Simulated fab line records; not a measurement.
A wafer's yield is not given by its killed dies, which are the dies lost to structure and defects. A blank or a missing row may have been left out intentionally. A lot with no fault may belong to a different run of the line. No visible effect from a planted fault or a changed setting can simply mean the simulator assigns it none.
fab line records | flow n5-finfet
[record] lots = 10 wafers = 30 last-day = 17
route steps=1938 shown BEOL_M6@1196 PASSIVATION@1936
lots that met no fault: taken from a fault-free run of the same line
start-h: the number of hours between the record's first day and the start of the first shown wafer of the lot | wait-h: how many hours have passed since the lot's step before this one | " unchanged from the row above | L1.1+2: several wafers, shown together as one row | - no value, or no start was given | * or withheld: withheld | < > ~ a bound
route shown NAME@n: names a module that has steps shown in the file, with the first one's number in the route | usual: the fault-free wafers' mean and standard deviation | same: alike in all rows | chamber/n: place in a boat | sites: readings site by site | _std_site: standard deviation across them | _edge_site: the outer-site mean with the inner-site mean subtracted | radius-mm: how far each site lies from the wafer's centre | mask NAME#n: copy n | behind: the tool/chamber that last shaped the wafer | hold: what put the lot on hold/how long, in hours/how the hold closed | device: whichever transistor did not switch (one of n, p or np) | end of line: the same wafers' tests at the end of the route | a step with no rows: only its recipe | killed: count of dies lost to structure and defects at first sort (not the wafer's yield) | map: a wafer's dies, x killed, . not, _ none there
set.NAME: the setting that was run; set.NAME@STEP: the one run at that earlier step | model.NAME: the simulator's own value behind a step, which no gauge read
route steps across a sampled set of lots; one table per step, one row per wafer
services: from which hour (start-h, from the record's first day; less than 0 if before it) a tool's chamber was out of use, for how many hours, and why
[[steps]]
[step N5_BEOL_M6_THK_MEAS_01]
[recipe] reads = SiCOH_lowk_of_BEOL_M6_ILD_DEP_00
[usual] M6_ILD_THK = 155.8/2.1
// columns lot.wafer tool chamber start-h wait-h M6_ILD_THK[nm]
L103.2 film-metro-01 - 186.69 0.4 155.4
L103.3 " - " " 156.9
L103.5 " - " " 156.6
L104.1 film-metro-01 - 188.25 0.4 155.3
L104.5 " - " " 158.5
L104.6 " - " " 156.3
L105.1 film-metro-01 - 193.35 0.4 157.7
L105.3 " - " " 155.4
L105.5 " - " " 156.6
L106.2 film-metro-01 - 198.59 0.4 158.6
L106.5 " - " " 162.2
L106.6 " - " " 158.5
L107.3 film-metro-02 - 209.76 0.3 153.5
L107.5 " - " " 157.4
L107.6 " - " " 155.6
L108.2 film-metro-01 - 216.01 0.4 154.6
L108.5 " - " " 156.9
L108.6 " - " " 156.2
L119.1 film-metro-01 - 288.52 0.4 155.1
L119.3 " - " " 155.0
L119.4 " - " " 158.5
L117.1 film-metro-02 - 295.71 0.4 157.7
L117.3 " - " " 155.8
L117.5 " - " " 159.1
L124.2 film-metro-01 - 308.58 0.4 157.7
L124.3 " - " " 154.5
L124.4 " - " " 158.6
L123.2 film-metro-01 - 317.84 0.4 153.1
L123.4 " - " " 155.6
L123.5 " - " " 155.3
[step N5_BEOL_M6_CD_MEAS_18]
[recipe] pitch-nm = 80 target-cd-nm = 40
[usual] cd-nm = 39.8/0.58
// columns lot.wafer tool chamber start-h wait-h cd-nm
L103.2 cd-sem-03 - 188.00 0.1 40.3
L103.3 " - " " 40.0
L103.5 " - " " 39.4
L104.1 cd-sem-02 - 191.52 0.0 39.5
L104.5 " - " " 39.8
L104.6 " - " " 40.1
L105.1 cd-sem-02 - 197.22 0.0 39.4
L105.3 " - " " 39.0
L105.5 " - " " 40.0
L106.2 cd-sem-03 - 200.86 0.1 41.4
L106.5 " - " " 40.8
L106.6 " - " " 41.2
L107.3 cd-sem-02 - 211.00 0.1 40.7
L107.5 " - " " 40.3
L107.6 " - " " 40.2
L108.2 cd-sem-01 - 218.92 0.1 39.5
L108.5 " - " " 40.6
L108.6 " - " " 40.6
L119.1 cd-sem-03 - 291.34 0.0 39.6
L119.3 " - " " 39.6
L119.4 " - " " 40.3
L117.1 cd-sem-03 - 297.92 0.0 39.4
L117.3 " - " " 40.6
L117.5 " - " " 40.3
L124.2 cd-sem-01 - 311.27 0.1 39.6
L124.3 " - " " 40.5
L124.4 " - " " 39.0
L123.2 cd-sem-01 - 319.62 0.1 40.2
L123.4 " - " " 40.5
L123.5 " - " " 39.9
[step N5_BEOL_M6_EXPOSE_25]
[recipe] mask-id = V5 na = 0.33 source-shape = annular sigma-inner = 0.4 sigma-outer = 0.8 polarization = unpolarized target-cd-nm = 40 dose-mj = 45
[usual] exposure-dose-mJ-cm2 = 44.99/0.044
// columns lot.wafer tool chamber start-h wait-h mask exposure-dose-mJ-cm2
L103.2 euv-scanner-01 0 189.45 - V5#0 44.90
L103.3 " 0 " " V5#0 44.96
L103.5 " 0 " " V5#0 44.98
L104.1 euv-scanner-01 0 195.12 - V5#0 44.95
L104.5 " 0 " " V5#0 45.02
L104.6 " 0 " " V5#0 44.94
L105.1 euv-scanner-01 0 199.02 - V5#0 44.95
L105.3 " 0 " " V5#0 44.98
L105.5 " 0 " " V5#0 44.98
L106.2 euv-scanner-01 0 201.47 - V5#0 45.07
L106.5 " 0 " " V5#0 45.12
L106.6 " 0 " " V5#0 45.03
L107.3 euv-scanner-01 0 211.85 - V5#0 44.98
L107.5 " 0 " " V5#0 45.02
L107.6 " 0 " " V5#0 44.97
L108.2 euv-scanner-02 0 219.20 - V5#0 45.01
L108.5 " 0 " " V5#0 45.03
L108.6 " 0 " " V5#0 44.99
L119.1 euv-scanner-01 0 293.17 - V5#0 43.19
L119.3 " 0 " " V5#0 43.20
L119.4 " 0 " " V5#0 43.26
L117.1 euv-scanner-01 0 299.98 - V5#0 43.63
L117.3 " 0 " " V5#0 43.59
L117.5 " 0 " " V5#0 43.59
L124.2 euv-scanner-02 0 311.62 - V5#0 44.95
L124.3 " 0 " " V5#0 44.92
L124.4 " 0 " " V5#0 44.92
L123.2 euv-scanner-02 0 321.04 - V5#0 44.91
L123.4 " 0 " " V5#0 45.01
L123.5 " 0 " " V5#0 45.01
[step N5_BEOL_M6_CD_MEAS_28]
[recipe] target-cd-nm = 40 landing-energy-ev = 500 detector = se-inlens
[usual] cd-nm = 39.89/0.24
[same] landing-energy-ev = 500
// columns lot.wafer tool chamber start-h wait-h cd-nm
L103.2 cd-sem-03 0 189.58 - 40.27
L103.3 " 0 " " 39.93
L103.5 " 0 " " 39.88
L104.1 cd-sem-01 0 195.26 - 39.88
L104.5 " 0 " " 40.13
L104.6 " 0 " " 39.75
L105.1 cd-sem-02 0 199.15 - 40.13
L105.3 " 0 " " 39.95
L105.5 " 0 " " 40.04
L106.2 cd-sem-03 0 201.59 - 39.87
L106.5 " 0 " " 40.14
L106.6 " 0 " " 39.67
L107.3 cd-sem-01 0 211.97 - 39.99
L107.5 " 0 " " 39.72
L107.6 " 0 " " 39.61
L108.2 cd-sem-02 0 219.32 - 39.88
L108.5 " 0 " " 40.05
L108.6 " 0 " " 40.24
L119.1 cd-sem-02 0 293.30 - 38.82
L119.3 " 0 " " 38.96
L119.4 " 0 " " 39.32
L117.1 cd-sem-01 0 300.12 - 38.86
L117.3 " 0 " " 38.70
L117.5 " 0 " " 39.42
L124.2 cd-sem-03 0 311.75 - 39.57
L124.3 " 0 " " 39.73
L124.4 " 0 " " 40.16
L123.2 cd-sem-01 0 321.17 - 40.02
L123.4 " 0 " " 39.72
L123.5 " 0 " " 40.09
[step N5_BEOL_M6_ETCH_66]
[recipe] chemistry = N2/H2 target = SOC target-depth-a = 800 overetch-a = 160 mask-material = SiARC temp-c = 40 time-s = 120 ion-energy-ev = 200 pressure-mtorr = 30 source-w = 840 bias-w = 150 n2-flow-sccm = 200 h2-flow-sccm = 200
[usual] bias-w = 150.0/0.48 drypump-motor-current-A = 5.6/0.52 oes-product-au = 0.64/0.062 rf-vpp-V = 523.9/3 showerhead-plenum-p-Torr = 2.54/0.1 throttle-valve-pct = 17.73/0.21
// columns lot.wafer tool chamber start-h wait-h bias-w drypump-motor-current-A oes-product-au rf-hours-counter-h rf-vpp-V showerhead-plenum-p-Torr throttle-valve-pct
L103.2 rie-diel-01 0 189.78 0.0 150.1 6.0 0.59 127 524.3 2.54 17.74
L103.3 " 2 " " 150.1 5.1 0.75 2 522.6 2.50 17.32
L103.5 " 2 " " 149.9 5.1 0.75 - 523.4 2.49 17.31
L104.1 rie-diel-02 0 195.57 0.0 149.8 5.6 0.55 192 519.9 2.42 18.01
L104.5 " 0 " " 150.0 5.6 0.55 - 520.5 2.42 18.01
L104.6 " 3 " " 150.0 6.5 0.53 - 521.3 2.43 17.84
L105.1 rie-diel-06 3 199.37 0.0 149.9 5.3 0.68 24 523.1 2.49 17.43
L105.3 " 2 " " 150.0 5.5 0.65 66 525.5 2.58 18.00
L105.5 " 1 " " 150.6 4.9 0.61 - 523.9 2.55 17.59
L106.2 rie-diel-06 3 201.79 0.0 150.1 5.3 0.69 24 522.7 2.49 17.43
L106.5 " 1 " " 149.5 4.9 0.61 - 525.8 2.55 17.56
L106.6 " 0 " " 149.5 5.5 0.71 - 528.2 2.72 17.72
L107.3 rie-diel-06 1 212.36 0.0 150.3 4.9 0.60 133 523.7 2.55 17.58
L107.5 " 0 " " 150.2 5.5 0.71 - 527.9 2.72 17.74
L107.6 " 1 " " 150.4 4.9 0.60 - 522.4 2.55 17.57
L108.2 rie-diel-01 3 219.52 0.0 150.1 6.1 0.68 30 521.5 2.49 17.72
L108.5 " 0 " " 150.0 6.0 0.59 - 523.7 2.54 17.75
L108.6 " 1 " " 150.0 6.7 0.70 - 521.9 2.49 17.81
L119.1 rie-diel-06 0 293.64 0.0 149.8 5.5 0.68 42 528.3 2.70 17.79
L119.3 " 2 " " 150.6 5.5 0.62 95 524.5 2.57 18.06
L119.4 " 1 " " 149.6 4.9 0.59 159 525.4 2.53 17.62
L117.1 rie-diel-06 3 300.38 0.0 149.3 5.3 0.65 57 520.5 2.48 17.48
L117.3 " 1 " " 149.3 4.9 0.59 161 523.4 2.53 17.62
L117.5 " 3 " " 150.3 5.3 0.65 - 521.4 2.48 17.48
L124.2 rie-diel-01 3 312.18 0.0 149.8 6.1 0.64 60 523.0 2.48 17.79
L124.3 " 0 " " 150.5 6.0 0.57 167 523.4 2.53 17.82
L124.4 " 2 " " 150.4 5.1 0.67 48 523.6 2.48 17.39
L123.2 rie-diel-02 0 321.37 0.0 149.3 5.6 0.53 241 520.8 2.40 18.07
L123.4 " 2 " " 149.3 5.4 0.65 64 528.0 2.70 17.78
L123.5 " 0 " " 149.8 5.6 0.53 - 520.1 2.40 18.08
[step N5_PASSIVATION_PROBE_49]
[usual] defect-limited-yield = 91.4/1.3 killed_at_M0_to_M3 = 34/10 killed_at_M4_up = 14/5.6 killed-at-contacts = 13/5.9 killed-at-front-end = 37/9.9 killed-at-other = 3.5/2.8 killed-dies = 101/15 killed-open = 67/12 killed-short = 32/6.6 sort_bin_5_function = 5.0/0.81 sort_bin_6_memory = 3.2/0.66 sort_bin_8_speed = 0.00/0.007 sort-n-pass = 1079/15 sort-yield-pct = 91.4/1.3
[same] gross-dies = 1180 killed-at-back-side = 0 sort_bin_4_leakage[%] = 0
// columns lot.wafer tool chamber start-h wait-h defect-limited-yield[%] killed_at_M0_to_M3 killed_at_M4_up killed-at-contacts killed-at-front-end killed-at-other killed-dies killed-open killed-short sort_bin_5_function[%] sort_bin_6_memory[%] sort_bin_8_speed[%] sort-n-pass sort-yield-pct[%]
L105.1 prober-01 - 287.90 0.0 92.3 24 15 14 30 8 91 56 34 4.7 2.6 0 1089 92.3
L105.3 prober-01 - 288.00 0.1 89.7 46 12 32 30 2 122 87 35 4.9 4.7 0 1058 89.7
L105.5 prober-01 - 288.10 0.2 91.5 31 11 22 30 6 100 71 28 5.5 2.7 0 1080 91.5
L106.2 prober-02 - 288.47 0.1 92.5 39 12 8 26 3 88 59 28 4.0 3.2 0 1092 92.5
L106.5 prober-02 - 288.62 0.2 92.6 33 22 4 26 2 87 61 23 4.4 2.5 0 1093 92.6
L106.6 prober-02 - 288.67 0.3 92.4 34 14 8 30 4 90 55 34 4.3 3.2 0 1090 92.4
L104.1 prober-02 - 289.88 0.0 91.3 29 14 17 36 7 103 73 26 5.1 3.2 0 1077 91.3
L104.5 prober-02 - 290.08 0.2 92.1 33 11 17 30 2 93 64 29 4.8 2.6 0 1087 92.1
L104.6 prober-02 - 290.13 0.3 92.1 35 3 16 35 4 93 55 38 4.7 2.9 0 1087 92.1
L103.2 prober-01 - 289.92 0.1 90.5 38 3 19 52 0 112 80 31 5.8 3.4 0.08 1067 90.4
L103.3 prober-01 - 289.97 0.1 90.8 34 13 6 55 1 109 69 39 5.3 3.7 0 1071 90.8
L103.5 prober-01 - 290.07 0.2 90.0 28 13 23 50 4 118 73 43 5.6 3.9 0 1062 90.0
L107.3 prober-02 - 308.74 0.1 91.7 29 11 19 35 4 98 65 32 5.1 2.8 0 1082 91.7
L107.5 prober-02 - 308.84 0.2 91.9 38 14 11 31 2 96 68 28 4.8 3.1 0 1084 91.9
L107.6 prober-02 - 308.89 0.3 90.8 42 15 11 41 0 109 81 28 6.4 2.5 0 1071 90.8
L108.2 prober-01 - 311.72 0.1 92.3 39 25 7 18 2 91 66 25 5.3 2.3 0 1089 92.3
L108.5 prober-01 - 311.87 0.2 92.0 35 21 10 28 0 94 70 24 5.1 2.9 0 1086 92.0
L108.6 prober-01 - 311.92 0.3 92.0 35 20 10 27 2 94 63 28 4.4 3.1 0 1086 92.0
L119.1 prober-01 - 376.57 0.0 89.4 32 14 18 57 4 125 75 48 6.5 3.6 0 1055 89.4
L119.3 prober-01 - 376.67 0.1 91.9 53 6 11 26 0 96 69 27 4.1 4.0 0 1084 91.9
L119.4 prober-01 - 376.72 0.2 89.8 53 10 15 42 0 120 84 36 5.8 3.9 0 1060 89.8
L117.1 prober-02 - 396.56 0.0 91.6 30 9 14 39 7 99 69 29 5.0 3.1 0 1081 91.6
L117.3 prober-02 - 396.66 0.1 93.1 20 9 18 33 1 81 59 20 3.9 2.8 0 1099 93.1
L117.5 prober-02 - 396.76 0.2 88.6 51 18 10 42 13 134 94 40 6.3 4.7 0 1046 88.6
L124.2 prober-01 - 397.32 0.1 90.0 52 27 4 29 6 118 86 31 5.5 4.4 0 1062 90.0
L124.3 prober-01 - 397.37 0.1 92.5 32 13 13 28 3 89 50 39 4.6 2.5 0 1091 92.5
L124.4 prober-01 - 397.42 0.2 91.1 50 13 6 33 3 105 76 29 5.4 3.3 0 1075 91.1
L123.2 prober-02 - 404.77 0.1 90.8 34 8 10 53 4 109 70 32 5.2 3.3 0 1071 90.8
L123.4 prober-02 - 404.87 0.2 91.9 37 14 8 31 6 96 67 27 4.7 3.3 0 1084 91.9
L123.5 prober-02 - 404.92 0.2 90.9 38 7 10 50 2 107 79 27 4.8 3.9 0 1073 90.9
// killed by level:class
L105.1 MOL_CONTACT_COAG:geometric-particle:open=11 BEOL_M0_SAQP:geometric-particle:open=9 STARTING-WAFER:geometric-particle:short=6 BEOL_M0_SAQP:geometric-particle:short=5 BEOL_M3:geometric-particle:open=5 DUMMY_GATE:geometric-particle:open=4 BEOL_M6:geometric-particle:open=4 PASS1_CAP:geometric-particle:short=4
L105.3 MOL_CONTACT_COAG:geometric-particle:open=24 BEOL_M3:geometric-particle:open=14 FIN_SAQP:geometric-particle:short=10 BEOL_M0_SAQP:geometric-particle:open=10 MOL_CONTACT_COAG:geometric-particle:short=8 BEOL_M2:geometric-particle:open=8 GATE_CUT:geometric-particle:open=5 BEOL_M0_SAQP:geometric-particle:short=5
L105.5 MOL_CONTACT_COAG:geometric-particle:open=18 BEOL_M2:geometric-particle:open=11 BEOL_M3:geometric-particle:open=7 BEOL_M0_SAQP:geometric-particle:open=6 BEOL_M0_SAQP:geometric-particle:short=5 FIN_SAQP:geometric-particle:open=4 FIN_SAQP:geometric-particle:short=4 STI_FIN_REVEAL:geometric-particle:short=4
L106.2 BEOL_M2:geometric-particle:open=9 STI_FIN_REVEAL:geometric-particle:open=8 MOL_CONTACT_COAG:geometric-particle:open=8 BEOL_M0_SAQP:geometric-particle:open=6 GATE_CUT:geometric-particle:short=5 BEOL_M0_SAQP:geometric-particle:short=5 BEOL_M0:geometric-particle:open=5 BEOL_M1:geometric-particle:open=4
L106.5 BEOL_M2:geometric-particle:open=12 BEOL_M4:geometric-particle:open=10 GATE_CUT:geometric-particle:short=6 BEOL_M0_SAQP:geometric-particle:open=6 STI_FIN_REVEAL:geometric-particle:open=4 BEOL_M1:geometric-particle:open=4 FIN_SAQP:geometric-particle:open=3 GATE_CUT:geometric-particle:open=3
L106.6 MOL_CONTACT_COAG:geometric-particle:open=7 FIN_SAQP:geometric-particle:short=6 BEOL_M0_SAQP:geometric-particle:short=6 STI_FIN_REVEAL:geometric-particle:open=5 BEOL_M0_SAQP:geometric-particle:open=5 BEOL_M2:geometric-particle:open=5 BEOL_M4:geometric-particle:open=5 BEOL_M1:geometric-particle:short=4
L104.1 MOL_CONTACT_COAG:geometric-particle:open=15 BEOL_M1:geometric-particle:open=11 STI_FIN_REVEAL:geometric-particle:open=10 BEOL_M3:geometric-particle:open=8 BEOL_M4:geometric-particle:open=8 GATE_CUT:geometric-particle:short=5 BEOL_M0_SAQP:geometric-particle:open=5 GATE_CUT:geometric-particle:open=4
L103.2 FIN_SAQP:geometric-particle:open=16 MOL_CONTACT_COAG:geometric-particle:open=14 BEOL_M0_SAQP:geometric-particle:open=11 STI_FIN_REVEAL:geometric-particle:open=7 BEOL_M0_SAQP:geometric-particle:short=7 BEOL_M3:geometric-particle:open=7 FIN_SAQP:geometric-particle:short=6 DUMMY_GATE:geometric-particle:open=5
L103.3 FIN_SAQP:geometric-particle:open=14 STI_FIN_REVEAL:geometric-particle:open=13 BEOL_M0_SAQP:geometric-particle:open=8 BEOL_M4:geometric-particle:open=7 BEOL_M0:geometric-particle:short=7 FIN_SAQP:geometric-particle:short=6 MOL_CONTACT_COAG:geometric-particle:open=6 STARTING-WAFER:geometric-particle:short=6
L103.5 MOL_CONTACT_COAG:geometric-particle:open=16 DUMMY_GATE:geometric-particle:open=12 GATE_CUT:geometric-particle:open=8 BEOL_M0_SAQP:geometric-particle:open=8 BEOL_M4:geometric-particle:open=8 BEOL_M0_SAQP:geometric-particle:short=7 MOL_CONTACT_COAG:geometric-particle:short=7 BEOL_M1:geometric-particle:open=6
L104.5 MOL_CONTACT_COAG:geometric-particle:open=16 BEOL_M3:geometric-particle:open=9 BEOL_M1:geometric-particle:open=7 DUMMY_GATE:geometric-particle:open=6 STI_FIN_REVEAL:geometric-particle:open=5 GATE_CUT:geometric-particle:short=5 BEOL_M4:geometric-particle:open=5 FIN_SAQP:geometric-particle:short=4
L104.6 MOL_CONTACT_COAG:geometric-particle:open=11 FIN_SAQP:geometric-particle:short=10 BEOL_M1:geometric-particle:open=10 BEOL_M0:geometric-particle:open=7 FIN_SAQP:geometric-particle:open=6 GATE_CUT:geometric-particle:open=5 MOL_CONTACT_COAG:geometric-particle:short=5 GATE_CUT:geometric-particle:short=4
L107.3 MOL_CONTACT_COAG:geometric-particle:open=16 FIN_SAQP:geometric-particle:open=10 FIN_SAQP:geometric-particle:short=6 BEOL_M0_SAQP:geometric-particle:open=6 GATE_CUT:geometric-particle:short=5 BEOL_M0_SAQP:geometric-particle:short=5 STI_FIN_REVEAL:geometric-particle:open=4 BEOL_M4:geometric-particle:open=4
L107.5 BEOL_M3:geometric-particle:open=14 MOL_CONTACT_COAG:geometric-particle:open=10 STI_FIN_REVEAL:geometric-particle:open=8 BEOL_M4:geometric-particle:open=8 FIN_SAQP:geometric-particle:open=6 BEOL_M2:geometric-particle:open=6 BEOL_M0_SAQP:geometric-particle:short=4 BEOL_M3:geometric-particle:short=4
L107.6 FIN_SAQP:geometric-particle:open=13 STI_FIN_REVEAL:geometric-particle:open=12 BEOL_M2:geometric-particle:open=12 BEOL_M3:geometric-particle:open=8 MOL_CONTACT_COAG:geometric-particle:open=7 BEOL_M4:geometric-particle:open=6 BEOL_M1:geometric-particle:open=5 BEOL_M3:geometric-particle:short=5
L108.2 BEOL_M0_SAQP:geometric-particle:open=11 BEOL_M4:geometric-particle:open=11 BEOL_M2:geometric-particle:open=9 BEOL_M3:geometric-particle:open=8 BEOL_M5:geometric-particle:open=5 MOL_CONTACT_COAG:geometric-particle:open=5 BEOL_M0_SAQP:geometric-particle:short=4 FIN_SAQP:geometric-particle:open=3
L108.5 BEOL_M3:geometric-particle:open=11 BEOL_M4:geometric-particle:open=11 BEOL_M0_SAQP:geometric-particle:short=9 MOL_CONTACT_COAG:geometric-particle:open=8 BEOL_M2:geometric-particle:open=8 STI_FIN_REVEAL:geometric-particle:open=5 ILD0:geometric-particle:open=4 GATE_CUT:geometric-particle:open=4
L108.6 BEOL_M3:geometric-particle:open=10 MOL_CONTACT_COAG:geometric-particle:open=9 BEOL_M0_SAQP:geometric-particle:open=9 BEOL_M4:geometric-particle:open=9 FIN_SAQP:geometric-particle:open=7 BEOL_M0_SAQP:geometric-particle:short=5 FIN_SAQP:geometric-particle:short=4 BEOL_M2:geometric-particle:open=4
L119.1 STI_FIN_REVEAL:geometric-particle:open=17 MOL_CONTACT_COAG:geometric-particle:open=11 FIN_SAQP:geometric-particle:short=7 GATE_CUT:geometric-particle:short=7 MOL_CONTACT_COAG:geometric-particle:short=7 BEOL_M0_SAQP:geometric-particle:short=6 BEOL_M0_SAQP:geometric-particle:open=6 FIN_SAQP:geometric-particle:open=5
L119.3 BEOL_M0_SAQP:geometric-particle:open=12 MOL_CONTACT_COAG:geometric-particle:open=11 BEOL_M0_SAQP:geometric-particle:short=10 BEOL_M1:geometric-particle:open=8 BEOL_M3:geometric-particle:open=8 FIN_SAQP:geometric-particle:open=6 BEOL_M2:geometric-particle:open=6 STI_FIN_REVEAL:geometric-particle:open=4
L119.4 MOL_CONTACT_COAG:geometric-particle:open=14 BEOL_M0_SAQP:geometric-particle:short=14 BEOL_M0_SAQP:geometric-particle:open=13 STI_FIN_REVEAL:geometric-particle:open=12 FIN_SAQP:geometric-particle:open=7 BEOL_M1:geometric-particle:open=7 GATE_CUT:geometric-particle:short=6 BEOL_M2:geometric-particle:open=6
L117.1 STI_FIN_REVEAL:geometric-particle:open=12 MOL_CONTACT_COAG:geometric-particle:open=12 BEOL_M0_SAQP:geometric-particle:open=10 BEOL_M0_SAQP:geometric-particle:short=7 FIN_SAQP:geometric-particle:open=4 BEOL_M1:geometric-particle:open=4 BEOL_M2:geometric-particle:open=4 BEOL_M4:geometric-particle:open=4
L117.3 MOL_CONTACT_COAG:geometric-particle:open=16 STI_FIN_REVEAL:geometric-particle:open=12 BEOL_M1:geometric-particle:open=8 FIN_SAQP:geometric-particle:open=6 STI_FIN_REVEAL:geometric-particle:short=4 BEOL_M0_SAQP:geometric-particle:open=3 BEOL_M0_SAQP:geometric-particle:short=3 ILD0:geometric-particle:open=2
L117.5 STI_FIN_REVEAL:geometric-particle:open=15 BEOL_M0_SAQP:geometric-particle:open=11 BEOL_M0_SAQP:geometric-particle:short=10 BEOL_M1:geometric-particle:open=9 MOL_CONTACT_COAG:geometric-particle:open=9 BEOL_M4:geometric-particle:open=9 BEOL_M2:geometric-particle:open=8 FIN_SAQP:geometric-particle:short=6
L124.2 BEOL_M0_SAQP:geometric-particle:open=14 BEOL_M4:geometric-particle:open=13 BEOL_M0_SAQP:geometric-particle:short=10 BEOL_M0:geometric-particle:open=9 BEOL_M3:geometric-particle:open=9 FIN_SAQP:geometric-particle:open=5 STI_FIN_REVEAL:geometric-particle:open=5 GATE_CUT:geometric-particle:short=4
L124.3 GATE_CUT:geometric-particle:short=9 BEOL_M0_SAQP:geometric-particle:short=8 BEOL_M4:geometric-particle:open=8 MOL_CONTACT_COAG:geometric-particle:open=7 MOL_CONTACT_COAG:geometric-particle:short=6 BEOL_M2:geometric-particle:open=5 BEOL_M0_SAQP:geometric-particle:open=4 BEOL_M1:geometric-particle:short=4
L124.4 BEOL_M3:geometric-particle:open=11 BEOL_M0_SAQP:geometric-particle:open=10 BEOL_M0_SAQP:geometric-particle:short=8 BEOL_M4:geometric-particle:open=8 BEOL_M2:geometric-particle:open=8 FIN_SAQP:geometric-particle:open=7 STI_FIN_REVEAL:geometric-particle:open=5 GATE_CUT:geometric-particle:short=5
L123.2 STI_FIN_REVEAL:geometric-particle:open=15 FIN_SAQP:geometric-particle:open=11 BEOL_M2:geometric-particle:open=9 GATE_CUT:geometric-particle:short=8 BEOL_M3:geometric-particle:open=7 MOL_CONTACT_COAG:geometric-particle:open=6 BEOL_M3:geometric-particle:short=6 HKMG_FIN:area-etch=6
L123.4 BEOL_M3:geometric-particle:open=16 MOL_CONTACT_COAG:geometric-particle:open=7 STI_FIN_REVEAL:geometric-particle:open=5 BEOL_M0_SAQP:geometric-particle:short=5 BEOL_M4:geometric-particle:open=5 BEOL_M1:geometric-particle:open=4 STARTING-WAFER:geometric-particle:open=4 DUMMY_GATE:geometric-particle:short=4
L123.5 SPACER0:geometric-particle:open=13 FIN_SAQP:geometric-particle:open=11 BEOL_M3:geometric-particle:open=11 MOL_CONTACT_COAG:geometric-particle:open=7 DUMMY_GATE:geometric-particle:open=7 BEOL_M0:geometric-particle:open=6 BEOL_M0_SAQP:geometric-particle:open=5 STI_FIN_REVEAL:geometric-particle:open=4
[[services]]
// columns tool chamber start-h hours kind
euv-scanner-02 - 165.59 1.0 pm
euv-scanner-02 - 171.62 4.6 pm
euv-scanner-01 0 173.87 - calibration
euv-scanner-01 - 176.23 5.8 pm
euv-scanner-02 - 187.13 0.9 repair
euv-scanner-02 0 205.67 - calibration
euv-scanner-01 - 207.90 1.0 pm
rie-diel-02 1 209.60 1.2 repair
rie-diel-06 2 212.80 6.6 repair
rie-diel-02 1 219.98 - clean
rie-diel-02 1 219.98 - consumable-replace:focus-ring
rie-diel-02 1 219.98 - consumable-replace:showerhead
euv-scanner-02 - 221.79 1.0 pm
rie-diel-01 0 231.78 6.0 repair
euv-scanner-02 - 236.83 17.3 pm
euv-scanner-02 - 256.61 4.8 repair
rie-diel-02 0 262.90 4.5 repair
euv-scanner-01 - 264.05 1.0 pm
euv-scanner-01 - 277.59 4.6 pm
euv-scanner-02 - 282.19 1.0 pm
euv-scanner-01 - 288.82 0.5 repair
euv-scanner-01 - 301.69 1.3 repair
euv-scanner-01 - 316.86 0.9 repair
euv-scanner-01 - 320.20 1.0 pm
[[key]]
[first-sign] step = N5_BEOL_M6_EXPOSE_25 reading = exposure-dose-mJ-cm2 direction = down sigmas = 36 usual = 44.99 struck = 43.41
[effect] step = N5_BEOL_M6_CD_MEAS_28 reading = cd-nm direction = down sigmas = 3.7 usual = 39.89 struck = 39.01 through = control-loop
met-at N5_BEOL_M6_EXPOSE_25
struck-lots L117,L119
[loop-trim] step = N5_BEOL_M6_EXPOSE_25 setting = dose lots = L117,L119
not-acting-at N5_BEOL_M6_THK_MEAS_01,N5_BEOL_M6_CD_MEAS_18,N5_BEOL_M6_ETCH_66
onset-between 211.85 293.17
[fault] kind = process-parameter-drift tool = euv-scanner-01 chamber = - onset-h = 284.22 steps = N5_BEOL_M6_EXPOSE_25 channel = dose-mj offset = -2.206 shape = step acts-in = these-recipes-only stated = 45
// loop-trim: a control loop set the setting to another value than it would have without faults
